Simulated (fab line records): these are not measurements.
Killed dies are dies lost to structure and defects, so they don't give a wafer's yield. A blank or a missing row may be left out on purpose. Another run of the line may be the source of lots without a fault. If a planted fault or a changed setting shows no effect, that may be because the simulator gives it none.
Which of the tools did it?    flow nand harc    69 wafers sampled from 23 lots at 1 step of a route of 1159

## WHAT THE GAUGES SHOWED, per wafer
NHARC_A_ONON_D1_THK_MEAS_30: measures by ellipsometry.
lot   measured      on             thk nm (nm)
L074  day 7 14:02   film metro-01  1000 1000 1002
L075  day 8 09:07   film metro-01  985 987 985
L076  day 8 09:07   film metro-02  1009 1008 1008
L077  day 8 09:07   film metro-01  1007 1006 1005
L078  day 9 08:56   film metro-01  988 987 988
L079  day 9 08:58   film metro-02  1003 1004 1003
L080  day 9 21:04   film metro-02  987 985 987
L081  day 10 04:17  film metro-01  969 971 969
L083  day 10 04:20  film metro-01  996 996 993
L082  day 10 04:28  film metro-02  1015 1013 1012
L084  day 10 14:26  film metro-02  987 988 988
L085  day 11 04:35  film metro-01  1000 1002 999
L088  day 11 04:35  film metro-02  987 988 987
L086  day 11 19:59  film metro-02  1001 1000 1000
L090  day 12 02:17  film metro-01  993 991 992
L089  day 12 02:17  film metro-02  997 998 999
L093  day 12 10:00  film metro-02  1010 1008 1005
L091  day 12 10:01  film metro-01  991 992 993
L092  day 12 10:01  film metro-02  1016 1015 1015
L095  day 12 23:15  film metro-02  999 997 997
L094  day 12 23:28  film metro-02  1001 1003 1002
L097  day 13 09:03  film metro-01  1012 1012 1010
L096  day 13 09:07  film metro-01  1005 1004 1002

## EACH LOT AND THE TOOL THAT RAN IT (in order: tool; ch and the chambers of the sampled wafers; start)
The record shows no process step preceding these readings.

## WHAT THE TOOLS THEMSELVES READ (means of the sampled wafers that have a number; where no wafer has one, the mark that the record gives instead)
The record holds no such reading with a usual standard deviation.

## THE ANSWER, worked out from the rows above alone
Rule: the lots themselves supply what counts as usual. The widest of any qualifying gaps counts: lots, ordered by their means at a reading, are off when they make up no more than a third of the lots, leave a main group of 4 or more, and stand apart from it by 3 or more times the standard deviation of that group's means. If all means in a main group match to the digits the tables above print for the reading, that group is not used. A lot without any number at a reading at which 4 lots or more have one is off too. All remaining lots with rows at the step are treated as sound. The gauges are gone through in route order, then the tools' own readings, and for those a lot's mean is taken as printed above. The first step at which some lot is off is used, and at that step the reading that is off furthest; a lot without a number counts as furthest.
No lot is off at any reading shown: from this, nothing can be told.

## WHAT THE SIMULATOR PUT IN
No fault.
